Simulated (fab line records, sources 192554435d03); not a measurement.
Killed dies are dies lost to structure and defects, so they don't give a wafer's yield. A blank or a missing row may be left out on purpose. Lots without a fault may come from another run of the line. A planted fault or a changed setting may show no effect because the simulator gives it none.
fab line records | flow n5_finfet
record lots=7 wafers=39
route steps=1938 shown BEOL_M6@1239 BEOL_M8@1371 BEOL_M10@1488 BEOL_M13@1673
start_h: hours from the record's first day to the start of the lot's first wafer shown | wait_h: hours since the lot's step before | " the same as in the row above | L1.1+2: a row that stands for several wafers | - no value, or no start given | * or withheld: withheld | < > ~ a bound
route shown NAME@n: a module of which the file shows steps, and the number in the route of the first | usual: mean/standard deviation of fault-free wafers | same: alike in all rows | chamber/n: place in a boat | sites: the reading at each site | _std_site: their standard deviation | _edge_site: outer sites' mean less inner sites' | radius_mm: how far each site lies from the wafer's centre | mask NAME#n: copy n | behind: the tool/chamber that last shaped the wafer | hold: why the lot was held/for how many hours/how that ended | device: the transistor (n, p or np) that didn't switch | end of line: the same wafers' tests at the end of the route | a step without rows: its recipe alone | killed: dies lost to structure and defects at the first sort, not the wafer's yield | map: a wafer's dies, x killed, . not, _ none there
set.NAME: the setting as run; set.NAME@STEP: as run at that earlier step | model.NAME: the simulator's own value behind a step, which no gauge read
lots whose settings were changed on purpose; a table a step, a row a wafer
## steps
# step N5_BEOL_M6_TRENCH_ETCH_37
# recipe chemistry=C4F6/O2 target_depth_a=944.35 target=SiCOH_lowk time_s=31.5 ion_energy_ev=250 pressure_mtorr=30 source_w=345 bias_w=185 Ar_flow_sccm=300 C4F6_flow_sccm=10 O2_flow_sccm=10
# columns lot.wafer tool chamber start_h wait_h set.time_s model.BEOL_M6.feature_depth_nm model.etch.depth_nm
L074.1 rie_diel-05 1 - - 31.5 91.8 91.77
L074.2 " 0 " " 31.5 90 90.03
L074.3 " 2 " " 31.5 94.4 94.43
L074.4 " 3 " " 31.5 91 91.03
L074.5 " 1 " " 31.5 91 91.07
L074.6 " 0 " " 31.5 90 90
L075.2 rie_diel-05 3 - - 31.5 93.6 93.64
L075.4 " 1 " " 31.5 92.2 92.28
L075.6 " 3 " " 31.5 93 93.03
L083.1 rie_diel-05 2 - - 31.5 93.4 93.46
L083.2 " 0 " " 40.55 116.6 116.6
L083.3 " 1 " " 40.55 116.8 116.9
L083.4 " 1 " " 40.55 115.4 115.4
L083.5 " 0 " " 31.5 90.8 90.83
L083.6 " 2 " " 31.5 93.4 93.34
L085.1 rie_diel-02 0 - - 50.23 150.6 150.5
L085.2 " 2 " " 31.5 92.8 92.87
L085.3 " 1 " " 31.5 93.6 93.55
L085.4 " 1 " " 31.5 93.6 93.51
L085.5 " 2 " " 50.23 147.6 147.7
L085.6 " 0 " " 50.23 150 150
L086.1 rie_diel-05 3 - - 25.19 73.2 73.22
L086.2 " 1 " " 31.5 89.4 89.36
L086.3 " 0 " " 31.5 90.8 90.77
L086.4 " 2 " " 25.19 75.8 75.76
L086.5 " 1 " " 25.19 71.8 71.77
L086.6 " 0 " " 31.5 89.4 89.39
L090.1 rie_diel-05 0 - - 25.63 73.4 73.37
L090.2 " 3 " " 25.63 75.2 75.29
L090.3 " 1 " " 31.5 90.4 90.36
L090.4 " 2 " " 31.5 96.8 96.78
L090.5 " 2 " " 25.63 78.4 78.49
L090.6 " 3 " " 31.5 93.4 93.47
L089.1 rie_diel-01 1 - - 31.5 95.4 95.32
L089.2 " 3 " " 14.09 41.8 41.71
L089.3 " 2 " " 14.09 41.6 41.7
L089.4 " 0 " " 31.5 96 96.04
L089.5 " 1 " " 31.5 95.8 95.81
L089.6 " 2 " " 14.09 41.6 41.54
# step N5_BEOL_M6_ETCH_41
# recipe chemistry=CH3F/O2 target=SiCN target_depth_a=297 taper_deg=2 time_s=52 ion_energy_ev=120 mask_material=TiN pressure_mtorr=30 source_w=395 bias_w=75 Ar_flow_sccm=150 CH3F_flow_sccm=30 O2_flow_sccm=20
# step N5_BEOL_M6_STRIP_80
# recipe chemistry=N2/H2 time_s=10 power_w=450 temp_c=40 pressure_mtorr=20 rf_frequency_hz=6e+07 bias_power_w=7 n2_flow_sccm=200 h2_flow_sccm=200
# step N5_BEOL_M6_OCD_MEAS_38
# usual trench_depth_nm=93.6/2.1
# columns lot.wafer tool chamber start_h wait_h set.time_s@BEOL_M6_TRENCH_ETCH_37 trench_depth_nm
L074.1 ocd-01 - 195.31 - 31.5 91.3
L074.2 " - " " 31.5 89.6
L074.3 " - " " 31.5 94.3
L074.4 " - " " 31.5 91.5
L074.5 " - " " 31.5 91.2
L074.6 " - " " 31.5 89.7
L075.2 ocd-01 - 205.11 - 31.5 93.5
L075.4 " - " " 31.5 91.6
L075.6 " - " " 31.5 93.2
L083.1 ocd-02 - 252.23 - 31.5 94.2
L083.2 " - " " 40.55 116.8
L083.3 " - " " 40.55 116.8
L083.4 " - " " 40.55 115.9
L083.5 " - " " 31.5 90.6
L083.6 " - " " 31.5 93.4
L085.1 ocd-01 - 269.12 - 50.23 150.7
L085.2 " - " " 31.5 92.8
L085.3 " - " " 31.5 93.4
L085.4 " - " " 31.5 93.9
L085.5 " - " " 50.23 147.5
L085.6 " - " " 50.23 149.8
L086.1 ocd-01 - 275.70 - 25.19 72.7
L086.2 " - " " 31.5 89.7
L086.3 " - " " 31.5 90.5
L086.4 " - " " 25.19 76.1
L086.5 " - " " 25.19 72.1
L086.6 " - " " 31.5 89.2
L090.1 ocd-01 - 288.37 - 25.63 72.9
L090.2 " - " " 25.63 74.9
L090.3 " - " " 31.5 90.7
L090.4 " - " " 31.5 96.8
L090.5 " - " " 25.63 78.5
L090.6 " - " " 31.5 93.3
L089.1 ocd-02 - 292.90 - 31.5 95.3
L089.2 " - " " 14.09 41.7
L089.3 " - " " 14.09 42.2
L089.4 " - " " 31.5 95.7
L089.5 " - " " 31.5 95.6
L089.6 " - " " 14.09 40.9
# step N5_BEOL_M6_HM_STRIP_39
# recipe chemistry=peroxide_tin_strip material=TiN target_depth_a=250 temp_c=50 time_s=158
# step N5_BEOL_M6_SRD_40
# recipe time_s=30 temp_c=23 rinse_liquid=diw dry=ipa_marangoni
# step N5_BEOL_M6_ECD_50
# recipe material=Cu target_thk_a=3000
# step N5_BEOL_M6_ANNEAL_51
# recipe temp_c=225 time_s=90 ambient=N2
# step N5_BEOL_M6_CMP_52
# recipe stop_on=SiCOH_lowk t_overpolish_s=6.9 down_force_psi=1 platen_rpm=50 clearing_platen_down_force_psi=1.5 clearing_platen_rpm=50 post_cmp_clean=cu_alkaline target_thk_nm=80 clearing_platen_pad_velocity_m_s=0.99484 pad_velocity_m_s=0.99484
# columns lot.wafer tool chamber start_h wait_h set.time_s@BEOL_M6_TRENCH_ETCH_37 model.Cu_of_BEOL_M6_ECD_50.thk_nm
L074.3+4 cmp-02 2,1 198.78 0.2 31.5 78
L074.2 " 3 " " 31.5 76.6
L074.1 " 0 " " 31.5 77.8
L074.6 " 2 " " 31.5 74.6
L074.5 " 3 " " 31.5 77
L075.2 cmp-02 2 208.72 0.2 31.5 78.6
L075.4 " 1 " " 31.5 80.2
L075.6 " 3 " " 31.5 80.6
L083.3 cmp-01 2 254.36 0.2 40.55 101.8
L083.4 " 3 " " 40.55 102.8
L083.1 " 0 " " 31.5 81
L083.2 " 1 " " 40.55 102
L083.5 " 2 " " 31.5 75.6
L083.6 " 3 " " 31.5 79.8
L085.1 cmp-02 1 271.34 0.3 50.23 137.6
L085.2 " 2 " " 31.5 75.6
L085.4 " 3 " " 31.5 79
L085.3 " 0 " " 31.5 78.4
L085.6 " 1 " " 50.23 136.8
L085.5 " 2 " " 50.23 131.6
L086.4 cmp-01 1 278.33 0.1 25.19 60.8
L086.2 " 2 " " 31.5 74.6
L086.3 " 3 " " 31.5 77.2
L086.1 " 0 " " 25.19 60.2
L086.6 " 1 " " 31.5 75.6
L086.5 " 2 " " 25.19 55.8
L090.4 cmp-01 1 291.43 0.1 31.5 82.8
L090.1 " 2 " " 25.63 58.6
L090.2 " 3 " " 25.63 62.8
L090.3 " 0 " " 31.5 77.6
L090.5 " 1 " " 25.63 64.8
L090.6 " 2 " " 31.5 78.8
L089.3 cmp-04 1 294.78 0.2 14.09 26.6
L089.1 " 2 " " 31.5 78.4
L089.2 " 3 " " 14.09 23.8
L089.4 " 0 " " 31.5 81.6
L089.5 " 1 " " 31.5 80.8
L089.6 " 2 " " 14.09 25.2
# step N5_BEOL_M6_THK_MEAS_53
# recipe thk_meas_gauge=xrf reads=Cu_of_BEOL_M6_ECD_50
# usual M6_THK=78.8/2.6
# columns lot.wafer tool chamber start_h wait_h set.time_s@BEOL_M6_TRENCH_ETCH_37 M6_THK[nm]
L074.1 film_metro-01 - 199.08 - 31.5 77.4
L074.2 " - " " 31.5 76.3
L074.3 " - " " 31.5 77.8
L074.4 " - " " 31.5 77.6
L074.5 " - " " 31.5 76.4
L074.6 " - " " 31.5 74.3
L075.2 film_metro-01 - 209.02 - 31.5 79.3
L075.4 " - " " 31.5 80.9
L075.6 " - " " 31.5 81.4
L083.1 film_metro-02 - 254.65 - 31.5 80.8
L083.2 " - " " 40.55 101.9
L083.3 " - " " 40.55 101.2
L083.4 " - " " 40.55 102.6
L083.5 " - " " 31.5 75.3
L083.6 " - " " 31.5 79.7
L085.1 film_metro-02 - 271.63 - 50.23 135.8
L085.2 " - " " 31.5 74.3
L085.3 " - " " 31.5 76.7
L085.4 " - " " 31.5 78.2
L085.5 " - " " 50.23 129.3
L085.6 " - " " 50.23 134.4
L086.1 film_metro-01 - 278.63 - 25.19 60.7
L086.2 " - " " 31.5 75.3
L086.3 " - " " 31.5 77.2
L086.4 " - " " 25.19 60.9
L086.5 " - " " 25.19 56.1
L086.6 " - " " 31.5 75.9
L090.1 film_metro-02 - 291.72 - 25.63 58.8
L090.2 " - " " 25.63 63.0
L090.3 " - " " 31.5 77.7
L090.4 " - " " 31.5 83.3
L090.5 " - " " 25.63 65.0
L090.6 " - " " 31.5 79.3
L089.1 film_metro-02 - 295.07 - 31.5 78.5
L089.2 " - " " 14.09 23.8
L089.3 " - " " 14.09 26.6
L089.4 " - " " 31.5 81.2
L089.5 " - " " 31.5 80.6
L089.6 " - " " 14.09 25.2
# step N5_BEOL_M6_PRE_CLEAN_55
# recipe gas=NH3 time_s=15 temp_c=withheld rf_power_w=300
# step N5_BEOL_M6_DEP_56
# recipe material=SiCN target_thk_a=100 temp_c=withheld precursor=3MS/NH3 pressure_torr=3 rf_w=202 time_s=17.5
# step N5_BEOL_M6_RS_MEAS_57
# recipe thk_meas_gauge=four-point-probe reads=Cu_of_BEOL_M6_ECD_50+Co_of_BEOL_M6_CVD_78+TaN_of_BEOL_M6_ALD_77
# usual M6_RS=0.292/0.011
# columns lot.wafer tool chamber start_h wait_h set.time_s@BEOL_M6_TRENCH_ETCH_37 M6_RS[ohm/sq]
L074.1 film_metro-02 - 199.21 0.1 31.5 0.296
L074.2 " - " " 31.5 0.300
L074.3 " - " " 31.5 0.294
L074.4 " - " " 31.5 0.294
L074.5 " - " " 31.5 0.299
L074.6 " - " " 31.5 0.311
L075.2 film_metro-02 - 209.18 0.1 31.5 0.292
L075.4 " - " " 31.5 0.285
L075.6 " - " " 31.5 0.284
L083.1 film_metro-01 - 254.79 0.1 31.5 0.282
L083.2 " - " " 40.55 0.216
L083.3 " - " " 40.55 0.217
L083.4 " - " " 40.55 0.214
L083.5 " - " " 31.5 0.306
L083.6 " - " " 31.5 0.288
L085.1 film_metro-02 - 271.76 0.1 50.23 0.154
L085.2 " - " " 31.5 0.306
L085.3 " - " " 31.5 0.292
L085.4 " - " " 31.5 0.291
L085.5 " - " " 50.23 0.162
L085.6 " - " " 50.23 0.156
L086.1 film_metro-01 - 278.76 0.1 25.19 0.402
L086.2 " - " " 31.5 0.311
L086.3 " - " " 31.5 0.298
L086.4 " - " " 25.19 0.399
L086.5 " - " " 25.19 0.440
L086.6 " - " " 31.5 0.307
L090.1 film_metro-02 - 291.86 0.1 25.63 0.415
L090.2 " - " " 25.63 0.382
L090.3 " - " " 31.5 0.296
L090.4 " - " " 31.5 0.274
L090.5 " - " " 25.63 0.368
L090.6 " - " " 31.5 0.291
L089.1 film_metro-02 - 295.20 0.1 31.5 0.292
L089.2 " - " " 14.09 1.348
L089.3 " - " " 14.09 1.158
L089.4 " - " " 31.5 0.279
L089.5 " - " " 31.5 0.282
L089.6 " - " " 14.09 1.241
# step N5_BEOL_M8_ETCH_66
# recipe chemistry=N2/H2 target=SOC target_depth_a=800 overetch_a=160 mask_material=SiARC temp_c=40 time_s=120 ion_energy_ev=200 pressure_mtorr=30 source_w=840 bias_w=150 n2_flow_sccm=200 h2_flow_sccm=200
# columns lot.wafer tool chamber start_h wait_h set.target_depth_a model.SiARC_of_BEOL_M8_COAT_64.thk_nm
L074.1+3+6 rie_diel-01 1 212.38 0.0 800 6.2
L074.2+4+5 " 2 " " 800 6.4
L075.2 rie_diel-05 2 221.97 0.0 800 6.2
L075.4+6 " 3,1 " " 800 6.6
L083.1 rie_diel-01 2 268.75 0.0 800 6.2
L083.2+6 " 0 " " 800 6.4
L083.3+5 " 3 " " 1044 5
L083.4 " 2 " " 1044 4.8
L085.1 rie_diel-01 3 284.74 0.0 375.1 9
L085.2 " 0 " " 800 6.6
L085.3+5 " 1,0 " " 800 6.4
L085.4+6 " 2,3 " " 375.1 8.8
L086.1+3+4+5 rie_diel-02 2,1,0,2 292.55 0.0 800 6.6
L086.2+6 " 3 " " 800 6.4
L090.1+2+3 rie_diel-01 2,1,3 302.05 0.0 647.8 7.2
L090.4+6 " 0,1 " " 800 6.4
L090.5 " 2 " " 800 6.2
L089.1+3+4 rie_diel-01 2,1,3 305.51 0.0 800 6.4
L089.2 " 0 " " 473.4 8.4
L089.5+6 " 1,2 " " 473.4 8.2
# step N5_BEOL_M10_ETCH_62
# recipe chemistry=N2/H2 target=SOC target_depth_a=1100 overetch_a=220 mask_material=SiARC temp_c=40 time_s=165 ion_energy_ev=200 pressure_mtorr=30 source_w=840 bias_w=150 n2_flow_sccm=200 h2_flow_sccm=200
# columns lot.wafer tool chamber start_h wait_h set.time_s model.etch.depth_nm model.SiARC_of_BEOL_M10_COAT_60.thk_nm
L074.1 rie_diel-02 3 225.63 0.0 165 100.1 23.2
L074.2 " 0 " " 165 100.3 23.6
L074.3 " 1 " " 165 100.5 23.4
L074.4 " 0 " " 82.81 67.31 26.8
L074.5 " 1 " " 82.81 63.98 26.8
L074.6 " 3 " " 82.81 68.01 26.6
L075.2 rie_diel-01 0 240.86 0.0 165 99.7 23.6
L075.4 " 2 " " 165 100.1 23.4
L075.6 " 1 " " 165 99.82 23.4
L083.1 rie_diel-01 3 281.90 0.0 165 99.75 23.6
L083.2 " 1 " " 251.4 99.33 19.8
L083.3 " 2 " " 251.4 99.8 19.8
L083.4 " 0 " " 165 99.64 23.8
L083.5 " 3 " " 165 99.82 23.6
L083.6 " 0 " " 251.4 99.78 20.4
L085.1 rie_diel-01 1 297.26 0.0 165 100 23.4
L085.2 " 2 " " 165 100.2 23.4
L085.3 " 0 " " 165 100.3 23.6
L085.4+6 " 3,0 " " 165 100 23.6
L085.5 " 3 " " 165 99.94 23.6
L086.1 rie_diel-02 0 305.22 0.0 165 99.71 23.8
L086.2 " 3 " " 165 99.7 23.2
L086.3 " 1 " " 165 99.66 23.4
L086.4 " 2 " " 165 99.69 23.6
L086.5 " 0 " " 165 99.8 23.8
L086.6 " 1 " " 165 99.99 23.4
L090.1 rie_diel-02 0 320.11 0.0 122 95.86 25.6
L090.2 " 2 " " 165 99.18 23.8
L090.3 " 3 " " 122 97.04 25.2
L090.4 " 1 " " 122 93.88 25.2
L090.5 " 3 " " 165 99.35 23.4
L090.6 " 2 " " 165 99.25 23.8
L089.1 rie_diel-05 2 320.71 0.1 165 100.2 23.2
L089.2 " 3 " " 165 100.3 23.6
L089.3+5 " 2 " " 234.9 100.1 20.2
L089.4 " 3 " " 165 100.2 23.6
L089.6 " 3 " " 234.9 99.86 20.8
# step N5_BEOL_M13_ETCH_59
# recipe chemistry=N2/H2 target=BARC target_depth_a=890 overetch_a=267 time_s=67.9 ion_energy_ev=200 pressure_mtorr=30 source_w=840 bias_w=150 n2_flow_sccm=200 h2_flow_sccm=200
# columns lot.wafer tool chamber start_h wait_h set.time_s model.coat_of_BEOL_M13_COAT_04.thk_nm model.etch.depth_nm
L074.1 rie_diel-06 0 245.96 0.0 67.9 323.6 88.6
L074.2 " 1 " " 67.9 317.6 88.77
L074.3 " 2 " " 36.47 346.8 59.64
L074.4 " 3 " " 36.47 348 60.96
L074.5 " 0 " " 36.47 349.4 56.55
L074.6 " 3 " " 67.9 320.4 88.77
L075.2 rie_diel-04 1 265.14 0.0 67.9 317.6 89.05
L075.4 " 1 " " 67.9 318 89.12
L075.6 " 3 " " 67.9 320.2 89.29
L083.1 rie_diel-06 3 303.16 0.0 55.37 330.8 89.52
L083.2 " 1 " " 55.37 330 89.27
L083.3 " 0 " " 67.9 322.4 89.51
L083.4 " 2 " " 67.9 315.2 89.29
L083.5 " 2 " " 55.37 328.8 89.14
L083.6 " 1 " " 67.9 319.6 89.27
L085.1 rie_diel-06 1 314.24 0.0 67.9 319.6 88.83
L085.2 " 0 " " 67.9 322.4 88.87
L085.3 " 3 " " 41.45 342.8 70.21
L085.4 " 2 " " 41.45 343 71.26
L085.5 " 1 " " 67.9 318 88.6
L085.6 " 2 " " 41.45 340.6 72.22
L086.1 rie_diel-04 0 328.11 0.0 49.9 334.4 84.55
L086.2 " 1 " " 67.9 320.2 88.39
L086.3 " 3 " " 67.9 324 88.53
L086.4 " 2 " " 49.9 333.6 87.56
L086.5 " 2 " " 67.9 316.8 88.41
L086.6 " 1 " " 49.9 336 84
L089.1 rie_diel-04 0 340.06 0.0 67.9 314.2 89.27
L089.2 " 2 " " 67.9 313.8 89.38
L089.3 " 3 " " 67.9 318.2 89.01
L089.4 " 3 " " 67.9 319.2 88.98
L089.5 " 2 " " 67.9 312.8 89.2
L089.6 " 0 " " 67.9 316.2 88.94
L090.1 rie_diel-03 3 340.54 0.0 67.9 316 88.99
L090.2 " 1 " " 67.9 321.8 88.99
L090.3 " 0 " " 98.39 295 89.17
L090.4 " 3 " " 67.9 316.4 89.08
L090.5 " 1 " " 98.39 296 88.78
L090.6 " 0 " " 98.39 293.4 88.82
# step N5_BEOL_M13_VIA_ETCH_16
# recipe chemistry=C4F8/O2/Ar target=SiOC pressure_mtorr=30 source_w=3000 bias_w=700 Ar_flow_sccm=400 C4F8_flow_sccm=15 O2_flow_sccm=8 he_inner_torr=15 he_outer_torr=30 target_depth_a=9217 time_s=withheld ion_energy_ev=250 ends=cleared
# columns lot.wafer tool chamber start_h wait_h set.time_s@BEOL_M13_ETCH_59 model.coat_of_BEOL_M13_COAT_04.thk_nm
L074.1 rie_diel-06 0 246.01 0.0 * 76.8
L074.2 " 1 " " * 74.6
L074.3 " 2 " " * 106.8
L074.4 " 3 " " * 98.2
L074.5 " 0 " " * 100.4
L074.6 " 3 " " * 71.6
L075.2 rie_diel-04 1 265.19 0.0 * 71
L075.4 " 1 " " * 70.8
L075.6 " 3 " " * 70.6
L083.1 rie_diel-06 3 303.21 0.0 * 85
L083.2 " 1 " " * 78.6
L083.3 " 0 " " * 75.6
L083.4+6 " 2,1 " " * 65.6
L083.5 " 2 " " * 77.6
L085.1 rie_diel-06 1 314.29 0.0 * 70.4
L085.2 " 0 " " * 79.2
L085.3 " 3 " " * 98.2
L085.4 " 2 " " * 88.8
L085.5 " 1 " " * 68.6
L085.6 " 2 " " * 92.2
L086.1 rie_diel-04 0 328.16 0.0 * 87.8
L086.2 " 1 " " * 70.6
L086.3 " 3 " " * 71.8
L086.4 " 2 " " * 84.6
L086.5 " 2 " " * 59
L086.6 " 1 " " * 85
L089.1 rie_diel-04 0 340.11 0.0 * 65
L089.2 " 2 " " * 67.2
L089.3 " 3 " " * 71.8
L089.4 " 3 " " * 66.8
L089.5 " 2 " " * 63.6
L089.6 " 0 " " * 67.4
L090.1 rie_diel-03 3 340.59 0.0 * 66.6
L090.2 " 1 " " * 78
L090.3 " 0 " " * 51.2
L090.4 " 3 " " * 68.4
L090.5 " 1 " " * 41.4
L090.6 " 0 " " * 45.6
# step N5_BEOL_M13_STRIP_63
# recipe chemistry=N2/H2 power_w=1000 temp_c=250 h2_frac=0.65 overash_fraction=0.3 pressure_mtorr=1000 n2_flow_sccm=1750 h2_flow_sccm=3250
# usual strip_time_to_endpoint_s=27.7/1.4
# columns lot.wafer tool chamber start_h wait_h set.time_s@BEOL_M13_ETCH_59 strip_time_to_endpoint_s
L074.1 plasma_asher-02 0 246.26 - 67.9 29.7
L074.2 " 1 " " 67.9 29.0
L074.3 " 1 " " 36.47 38.1
L074.4 " 0 " " 36.47 35.7
L074.5 " 1 " " 36.47 36.3
L074.6 " 0 " " 67.9 28.1
L075.2 plasma_asher-01 1 265.43 - 67.9 28.0
L075.4 " 1 " " 67.9 27.9
L075.6 " 1 " " 67.9 27.9
L083.1 plasma_asher-02 1 303.44 - 55.37 32.0
L083.2 " 0 " " 55.37 30.2
L083.3 " 1 " " 67.9 29.3
L083.4 " 0 " " 67.9 26.3
L083.5 " 0 " " 55.37 29.9
L083.6 " 1 " " 67.9 26.3
L085.1 plasma_asher-01 1 314.53 - 67.9 27.8
L085.2 " 0 " " 67.9 30.4
L085.3 " 0 " " 41.45 35.7
L085.4 " 1 " " 41.45 33.1
L085.5 " 0 " " 67.9 27.2
L085.6 " 1 " " 41.45 34.0
L086.1 plasma_asher-02 0 328.40 - 49.9 32.8
L086.2 " 1 " " 67.9 27.9
L086.3 " 0 " " 67.9 28.2
L086.4 " 1 " " 49.9 31.9
L086.5 " 0 " " 67.9 24.4
L086.6 " 1 " " 49.9 32.0
L089.1 plasma_asher-02 0 340.35 - 67.9 26.2
L089.2 " 1 " " 67.9 26.8
L089.3 " 0 " " 67.9 28.2
L089.4 " 1 " " 67.9 26.7
L089.5 " 1 " " 67.9 25.8
L089.6 " 0 " " 67.9 26.9
L090.1 plasma_asher-02 1 340.82 - 67.9 26.7
L090.2 " 0 " " 67.9 30.0
L090.3 " 0 " " 98.39 22.0
L090.4 " 1 " " 67.9 27.2
L090.5 " 0 " " 98.39 18.8
L090.6 " 1 " " 98.39 20.2
## key
split step=N5_BEOL_M6_TRENCH_ETCH_37 setting=time_s stated=31.5 by=wafer
response step=N5_BEOL_M6_TRENCH_ETCH_37 reading=model.BEOL_M6.feature_depth_nm change=+0.939 per=1% r=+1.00
response step=N5_BEOL_M6_TRENCH_ETCH_37 reading=model.etch.depth_nm change=+0.939 per=1% r=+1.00
response step=N5_BEOL_M6_OCD_MEAS_38 reading=trench_depth_nm change=+0.937 per=1% r=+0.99
response step=N5_BEOL_M6_CMP_52 reading=model.Cu_of_BEOL_M6_ECD_50.thk_nm change=+0.957 per=1% r=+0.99
response step=N5_BEOL_M6_THK_MEAS_53 reading=M6_THK change=+0.949 per=1% r=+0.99
response step=N5_BEOL_M6_RS_MEAS_57 reading=M6_RS shape=bent at_lowest=1.249 at_stated=0.294 at_highest=0.157
split step=N5_BEOL_M8_ETCH_66 setting=target_depth_a stated=800 by=wafer
response step=N5_BEOL_M8_ETCH_66 reading=model.SiARC_of_BEOL_M8_COAT_64.thk_nm change=-0.0455 per=1% r=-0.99
split step=N5_BEOL_M10_ETCH_62 setting=time_s stated=165 by=wafer
response step=N5_BEOL_M10_ETCH_62 reading=model.etch.depth_nm shape=bent at_lowest=66.44 at_stated=99.9 at_highest=99.64
response step=N5_BEOL_M10_ETCH_62 reading=model.SiARC_of_BEOL_M10_COAT_60.thk_nm change=-0.069 per=1% r=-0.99
split step=N5_BEOL_M13_ETCH_59 setting=time_s stated=67.9 by=wafer
response step=N5_BEOL_M13_ETCH_59 reading=model.coat_of_BEOL_M13_COAT_04.thk_nm change=-0.56 per=1% r=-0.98
response step=N5_BEOL_M13_ETCH_59 reading=model.etch.depth_nm shape=bent at_lowest=59.05 at_stated=88.96 at_highest=88.92
response step=N5_BEOL_M13_VIA_ETCH_16 reading=model.coat_of_BEOL_M13_COAT_04.thk_nm change=-0.579 per=1% r=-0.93
response step=N5_BEOL_M13_STRIP_63 reading=strip_time_to_endpoint_s change=* per=1% r=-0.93
